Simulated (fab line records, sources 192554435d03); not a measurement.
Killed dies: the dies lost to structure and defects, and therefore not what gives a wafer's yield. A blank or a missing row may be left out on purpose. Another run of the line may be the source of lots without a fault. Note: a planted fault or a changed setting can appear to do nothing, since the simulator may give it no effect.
fab line records	flow n5Finfet
[record] lots = 7	wafers = 39
route steps=1938 shown DUMMY_GATE@228 SD_EPI_N@288 SD_ACTIVATION@330 GATE_CUT@469
startH: start of the lot's first displayed wafer, in hours after the record's first day	waitH: hours since the lot's step before	" identical to the entry in the row above	L1.1+2: a row that stands for several wafers	- no value present, or no start provided	* or withheld: withheld	< > ~ a bound
route shown NAME@n: a module of which the file shows steps, and the number in the route of the first	usual: the fault-free wafers' mean and standard deviation	same: alike in all rows	chamber/n: place in a boat	sites: the reading at each site	_std_site: the values' standard deviation	_edge_site: outer sites' mean less inner sites'	radiusMm: for every site, how far away it sits from the centre of the wafer	mask NAME#n: copy n	behind: the tool/chamber that last shaped the wafer	hold: why the lot went on hold/how many hours it stayed there/how the hold came to an end	device: names the non-switching transistor (n, p or np)	end of line: tests run on the same wafers once the route is complete	step lacking rows: just its recipe	killed: count of dies lost to structure and defects at first sort (not the wafer's yield)	map: shows each die of a wafer: x if killed, . if not, _ if none is there
set.NAME: the setting that was run; set.NAME@STEP: the one run at that earlier step	model.NAME: the simulator's own value behind a step, which no gauge read
lots whose settings were changed on purpose; a table a step, a row a wafer
[[steps]]
[step N5_DUMMY_GATE_EXPOSE_12]
[recipe] maskId = GATE	na = 0.33	sourceShape = annular	sigmaInner = 0.2	sigmaOuter = 0.6	polarization = unpolarized	targetCdNm = 25	doseMj = 34
lot.wafer	tool	chamber	startH	waitH	mask	set.doseMj
L081.1+2+5	euvScanner-01	0	90.38	-	GATE#0	35
L081.3+4+6	"	0	"	"	GATE#0	34
L082.1+2+3+4+5+6	euvScanner-01	0	97.16	-	GATE#0	34
L084.1+3+5	euvScanner-01	0	109.13	-	GATE#0	34
L084.2+4+6	"	0	"	"	GATE#0	31.41
L086.1+4+6	euvScanner-02	0	120.05	-	GATE#0	34
L087.1+2+3	euvScanner-01	0	127.06	-	GATE#0	34
L087.4+5+6	"	0	"	"	GATE#0	35.28
L089.1+2+5	euvScanner-02	0	136.02	-	GATE#0	34
L089.3+4+6	"	0	"	"	GATE#0	32.87
L096.1+3+5	euvScanner-02	0	177.46	-	GATE#0	32.22
L096.2+4+6	"	0	"	"	GATE#0	34
[step N5_DUMMY_GATE_PEB_13]
[recipe] pebTempC = 100	pebTimeS = 60	resist = CAR-EUV
[step N5_DUMMY_GATE_DEVELOP_14]
[recipe] developTimeS = 30	developer = TMAH	resist = CAR-EUV	rinseLiquid = surfactantRinse	dry = airSpin	devTempC = 23
[step N5_DUMMY_GATE_CD_MEAS_15]
[recipe] targetCdNm = 25.8	landingEnergyEv = 500	detector = seInlens
[usual] cdNm = 24.94/0.22
lot.wafer	tool	chamber	startH	waitH	set.doseMj@DUMMY_GATE_EXPOSE_12	cdNm
L081.1	cdSem-03	0	90.50	-	35	24.54
L081.2	"	0	"	"	35	24.45
L081.3	"	0	"	"	34	24.82
L081.4	"	0	"	"	34	24.66
L081.5	"	0	"	"	35	24.63
L081.6	"	0	"	"	34	24.93
L082.1	cdSem-03	0	97.29	-	34	24.54
L082.2	"	0	"	"	34	25.13
L082.3	"	0	"	"	34	24.70
L082.4	"	0	"	"	34	24.84
L082.5	"	0	"	"	34	24.75
L082.6	"	0	"	"	34	24.96
L084.1	cdSem-03	0	109.26	-	34	25.01
L084.2	"	0	"	"	31.41	26.75
L084.3	"	0	"	"	34	24.85
L084.4	"	0	"	"	31.41	26.49
L084.5	"	0	"	"	34	25.10
L084.6	"	0	"	"	31.41	26.52
L086.1	cdSem-02	0	120.18	-	34	25.08
L086.4	"	0	"	"	34	25.15
L086.6	"	0	"	"	34	24.69
L087.1	cdSem-02	0	127.19	-	34	25.23
L087.2	"	0	"	"	34	25.45
L087.3	"	0	"	"	34	25.19
L087.4	"	0	"	"	35.28	24.34
L087.5	"	0	"	"	35.28	24.01
L087.6	"	0	"	"	35.28	24.79
L089.1	cdSem-02	0	136.14	-	34	24.89
L089.2	"	0	"	"	34	25.01
L089.3	"	0	"	"	32.87	25.62
L089.4	"	0	"	"	32.87	25.61
L089.5	"	0	"	"	34	24.55
L089.6	"	0	"	"	32.87	25.83
L096.1	cdSem-03	0	177.59	-	32.22	25.59
L096.2	"	0	"	"	34	25.17
L096.3	"	0	"	"	32.22	25.92
L096.4	"	0	"	"	34	25.00
L096.5	"	0	"	"	32.22	26.16
L096.6	"	0	"	"	34	25.20
[step N5_DUMMY_GATE_ETCH_37]
[recipe] chemistry = N2/H2	target = SOC	targetDepthA = 600	overetchA = 300	tempC = 40	ionEnergyEv = 200	pressureMtorr = 30	sourceW = 840	biasW = 150	n2FlowSccm = 200	h2FlowSccm = 200
[usual] rfVppV = 524.6/2.1
lot.wafer	tool	chamber	startH	waitH	set.sourceW	rfVppV
L081.1	rieDiel-05	3	90.80	0.0	840	521.6
L081.2	"	2	"	"	840	521.8
L081.3	"	1	"	"	840	528.1
L081.4	"	0	"	"	840	525.6
L081.5	"	0	"	"	840	526.6
L081.6	"	1	"	"	840	527.4
L082.1	rieDiel-01	2	97.57	0.0	763.2	542.2
L082.2	"	0	"	"	840	526.0
L082.3	"	1	"	"	840	526.3
L082.4	"	3	"	"	840	521.9
L082.5	"	3	"	"	763.2	539.8
L082.6	"	2	"	"	763.2	542.1
L084.1	rieDiel-01	2	109.54	0.0	840	523.8
L084.2	"	0	"	"	840	526.4
L084.3	"	1	"	"	932.1	509.6
L084.4	"	3	"	"	932.1	503.9
L084.5	"	0	"	"	932.1	508.9
L084.6	"	3	"	"	840	520.3
L086.1	rieDiel-01	1	120.45	0.0	840	525.5
L086.4	"	3	"	"	840	523.3
L086.6	"	2	"	"	840	525.1
L087.1	rieDiel-01	2	127.77	0.0	840	524.3
L087.2	"	1	"	"	698.2	558.2
L087.3	"	3	"	"	840	521.6
L087.4	"	2	"	"	698.2	558.9
L087.5	"	3	"	"	698.2	555.6
L087.6	"	1	"	"	840	526.0
L089.1	rieDiel-05	2	136.42	0.0	692.8	555.8
L089.2	"	3	"	"	692.8	557.1
L089.3	"	1	"	"	840	528.2
L089.4	"	0	"	"	692.8	559.8
L089.5	"	2	"	"	840	520.6
L089.6	"	1	"	"	840	528.2
L096.1	rieDiel-01	2	177.87	0.0	840	524.0
L096.2	"	3	"	"	840	523.0
L096.3	"	0	"	"	840	525.2
L096.4	"	1	"	"	840	525.7
L096.5	"	0	"	"	840	525.0
L096.6	"	3	"	"	840	522.9
[step N5_DUMMY_GATE_STRIP_38]
[recipe] chemistry = N2/H2	tempC = 40	n2FlowSccm = 200	h2FlowSccm = 200	rfFrequencyHz = 6e+07
[step N5_DUMMY_GATE_STRIP_39]
[recipe] chemistry = N2/H2	tempC = 40	n2FlowSccm = 200	h2FlowSccm = 200	rfFrequencyHz = 6e+07
[step N5_DUMMY_GATE_TRIM_49]
[recipe] chemistry = O2	resist = SOC	timeS = 29	targetCdNm = 14	sourcePowerW = 300	biasPowerW = 0	O2_flow_sccm = 100	tempC = 20
lot.wafer	tool	chamber	startH	waitH	set.doseMj@DUMMY_GATE_EXPOSE_12	model.DUMMY_GATE.cdNm
L081.1	rieSi-03	3	90.88	0.0	35	13.4
L081.2+5	"	2,0	"	"	35	13.2
L081.3	"	1	"	"	34	14
L081.4	"	0	"	"	34	13.6
L081.6	"	1	"	"	34	13.8
L082.1+5+6	rieSi-04	1,3,2	97.65	0.0	34	14
L082.2	"	2	"	"	34	13.8
L082.3	"	3	"	"	34	13.4
L082.4	"	0	"	"	34	13.6
L084.1	rieSi-04	3	109.62	0.0	34	14
L084.2+6	"	2	"	"	31.41	15.4
L084.3+5	"	1	"	"	34	13.6
L084.4	"	0	"	"	31.41	15
L086.1	rieSi-03	0	120.54	0.0	34	13.6
L086.4	"	3	"	"	34	14.4
L086.6	"	2	"	"	34	13.8
L087.1+2	rieSi-04	0,2	127.85	0.0	34	13.8
L087.3	"	1	"	"	34	14.4
L087.4	"	3	"	"	35.28	13.4
L087.5	"	3	"	"	35.28	13.6
L087.6	"	2	"	"	35.28	12.8
L089.1+2	rieSi-03	1,0	136.50	0.0	34	14.4
L089.3	"	3	"	"	32.87	14.8
L089.4+6	"	2	"	"	32.87	15
L089.5	"	3	"	"	34	14.2
L096.1	rieSi-04	0	177.95	0.0	32.22	14.4
L096.2	"	1	"	"	34	14.2
L096.3	"	2	"	"	32.22	14.6
L096.4	"	3	"	"	34	13.4
L096.5	"	1	"	"	32.22	15
L096.6	"	0	"	"	34	13.8
[step N5_SD_EPI_N_EPI_21]
[recipe] material = Si:P	dopant = P	tempC = 680	pressureTorr = 255	timeS = 690
lot.wafer	tool	chamber	startH	waitH	set.epiGrowthTimeS	model.Si-P_of_SD_EPI_N_EPI_21.thkNm
L081.1	epiRpcvd-02	0	96.57	0.2	690	58.4
L081.2	"	0	"	"	690	58.2
L081.3	"	0	"	"	690	58
L081.4	"	0	"	"	744.4	61.2
L081.5+6	"	0	"	"	744.4	61.8
L082.1+3+5	epiRpcvd-04	0	102.52	0.1	690	60
L082.2	"	0	"	"	690	59.8
L082.4+6	"	0	"	"	690	60.6
L084.1	epiRpcvd-02	0	113.66	0.2	690	59.6
L084.2+5	"	0	"	"	648.4	57.4
L084.3	"	0	"	"	690	60
L084.4	"	0	"	"	648.4	56.4
L084.6	"	0	"	"	690	59.4
L086.1	epiRpcvd-02	0	124.41	0.2	690	58.2
L086.4	"	0	"	"	690	58.4
L086.6	"	0	"	"	690	58.6
L087.1+3	epiRpcvd-04	0	131.55	0.1	690	60
L087.2+4+5	"	0	"	"	690	59.4
L087.6	"	0	132.95	1.4	690	59.2
L089.1	epiRpcvd-02	0	141.33	0.1	690	60.4
L089.2+4	"	0	"	"	690	60
L089.3	"	0	"	"	690	59.8
L089.5	"	0	"	"	690	59.6
L089.6	"	0	"	"	690	60.2
L096.1+5	epiRpcvd-03	0	181.65	0.1	690	59.6
L096.2+3	"	0	"	"	733.5	61.6
L096.4	"	0	"	"	733.5	61.8
L096.6	"	0	"	"	690	60.2
[step N5_SD_EPI_N_PRECLEAN_24]
[recipe] chemistry = O3/DIW	timeS = 60	tempC = 22	o3Ppm = 10
[step N5_SD_ACTIVATION_RTA_00]
[recipe] tempC = 975	timeS = 0	ambient = N2	idleTempC = 600	rampUpCPerS = 150	rampDownCPerS = 60	coolToC = 600
[step N5_SD_ACTIVATION_LSA_01]
[recipe] tempC = 1080	timeS = 0.0008	ambient = N2
[step N5_SD_ACTIVATION_RS_MEAS_03]
[recipe] thkMeasGauge = four-point-probe
[usual] RS_SD_N = 21.81/0.28	RS_SD_P = 55.8/0.85
lot.wafer	tool	chamber	startH	waitH	set.epiGrowthTimeS@SD_EPI_N_EPI_21	RS_SD_N[ohm/sq]	RS_SD_P[ohm/sq]
L081.1	filmMetro-02	-	104.70	0.2	690	22.31	55.7
L081.2	"	-	"	"	690	21.91	55.5
L081.3	"	-	"	"	690	22.42	55.4
L081.4	"	-	"	"	744.4	21.12	54.3
L081.5	"	-	"	"	744.4	20.95	54.6
L081.6	"	-	"	"	744.4	20.91	55.1
L082.1	filmMetro-01	-	111.22	0.2	690	21.54	56.6
L082.2	"	-	"	"	690	21.67	56.1
L082.3	"	-	"	"	690	21.49	55.9
L082.4	"	-	"	"	690	21.61	56.7
L082.5	"	-	"	"	690	21.58	56.7
L082.6	"	-	"	"	690	21.40	56.6
L084.1	filmMetro-01	-	121.01	0.2	690	21.75	54.9
L084.2	"	-	"	"	648.4	22.53	54.8
L084.3	"	-	"	"	690	21.62	55.3
L084.4	"	-	"	"	648.4	23.04	53.7
L084.5	"	-	"	"	648.4	22.40	55.1
L084.6	"	-	"	"	690	21.80	54.9
L086.1	filmMetro-01	-	132.30	0.2	690	22.04	56.6
L086.4	"	-	"	"	690	22.20	57.1
L086.6	"	-	"	"	690	22.00	56.6
L087.1	filmMetro-01	-	139.07	0.2	690	21.54	55.9
L087.2	"	-	"	"	690	21.71	56.6
L087.3	"	-	"	"	690	21.66	56.2
L087.4	"	-	"	"	690	21.77	56.1
L087.5	"	-	"	"	690	21.97	56.8
L087.6	"	-	"	"	690	21.86	55.7
L089.1	filmMetro-01	-	148.58	0.2	690	21.39	54.3
L089.2	"	-	"	"	690	21.32	54.6
L089.3	"	-	"	"	690	21.44	55.5
L089.4	"	-	"	"	690	21.23	56.4
L089.5	"	-	"	"	690	21.68	55.7
L089.6	"	-	"	"	690	21.50	54.9
L096.1	filmMetro-01	-	189.07	0.2	690	21.46	55.1
L096.2	"	-	"	"	733.5	20.97	56.1
L096.3	"	-	"	"	733.5	20.94	56.6
L096.4	"	-	"	"	733.5	20.98	55.7
L096.5	"	-	"	"	690	21.83	56.6
L096.6	"	-	"	"	690	21.36	56.1
[step N5_GATE_CUT_ETCH_58]
[recipe] chemistry = CH3F/O2	target = SiNx	targetDepthA = 170	timeS = 128.6	ionEnergyEv = 50	pressureMtorr = 30	sourceW = 415	biasW = 21	Ar_flow_sccm = 150	CH3F_flow_sccm = 30	O2_flow_sccm = 20
lot.wafer	tool	chamber	startH	waitH	set.timeS	model.etch.depthNm
L081.1	rieDiel-01	3	126.55	0.0	115.2	15.05
L081.2	"	1	"	"	128.6	17.47
L081.3	"	2	"	"	128.6	17.43
L081.4	"	1	"	"	115.2	15.63
L081.5	"	3	"	"	128.6	16.94
L081.6	"	2	"	"	115.2	15.58
L082.1+2	rieDiel-04	3,1	132.96	0.0	128.6	17
L082.3	"	0	"	"	139	18.46
L082.4	"	2	"	"	139	18.09
L082.5	"	0	"	"	139	18.48
L082.6	"	1	"	"	128.6	16.92
L084.1	rieDiel-05	0	142.44	0.0	128.6	16.97
L084.2	"	1	"	"	128.6	17.17
L084.3	"	2	"	"	128.6	17.2
L084.4	"	3	"	"	128.6	17.33
L084.5	"	0	"	"	128.6	16.82
L084.6	"	3	"	"	128.6	17.15
L086.1	rieDiel-01	1	153.12	0.0	128.6	17.47
L086.4	"	2	"	"	128.6	17.14
L086.6	"	1	"	"	128.6	17.41
L087.1	rieDiel-05	1	161.19	0.0	110.8	14.89
L087.2	"	0	"	"	128.6	16.9
L087.3	"	3	"	"	110.8	14.92
L087.4	"	2	"	"	128.6	17.37
L087.5	"	0	"	"	110.8	14.6
L087.6	"	3	"	"	128.6	17.39
L089.1	rieDiel-05	0	169.74	0.1	128.6	16.9
L089.2	"	1	"	"	139.9	19.07
L089.3	"	3	"	"	128.6	17.39
L089.4	"	2	"	"	128.6	17.45
L089.5	"	3	"	"	139.9	18.68
L089.6	"	2	"	"	139.9	18.91
L096.1	rieDiel-04	0	211.20	0.0	128.6	16.94
L096.2	"	1	"	"	119.7	15.65
L096.3	"	2	"	"	119.7	15.35
L096.4	"	3	"	"	128.6	16.67
L096.5	"	0	"	"	119.7	15.69
L096.6	"	3	"	"	128.6	16.78
[[key]]
[split] step = N5_DUMMY_GATE_EXPOSE_12	setting = doseMj	stated = 34	by = wafer
[response] step = N5_DUMMY_GATE_CD_MEAS_15	reading = cdNm	change = -0.195	per = 1%	r = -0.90
[response] step = N5_DUMMY_GATE_TRIM_49	reading = model.DUMMY_GATE.cdNm	change = -0.189	per = 1%	r = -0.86
[split] step = N5_DUMMY_GATE_ETCH_37	setting = sourceW	stated = 840	by = wafer
[response] step = N5_DUMMY_GATE_ETCH_37	reading = rfVppV	change = -1.83	per = 1%	r = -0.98
[split] step = N5_SD_EPI_N_EPI_21	setting = epiGrowthTimeS	stated = 690	by = wafer
[response] step = N5_SD_EPI_N_EPI_21	reading = model.Si-P_of_SD_EPI_N_EPI_21.thkNm	change = +0.392	per = 1%	r = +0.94
[response] step = N5_SD_ACTIVATION_RS_MEAS_03	reading = RS_SD_N	change = -0.137	per = 1%	r = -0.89
[split] step = N5_GATE_CUT_ETCH_58	setting = timeS	stated = 128.6	by = wafer
[response] step = N5_GATE_CUT_ETCH_58	reading = model.etch.depthNm	change = +0.177	per = 1%	r = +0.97
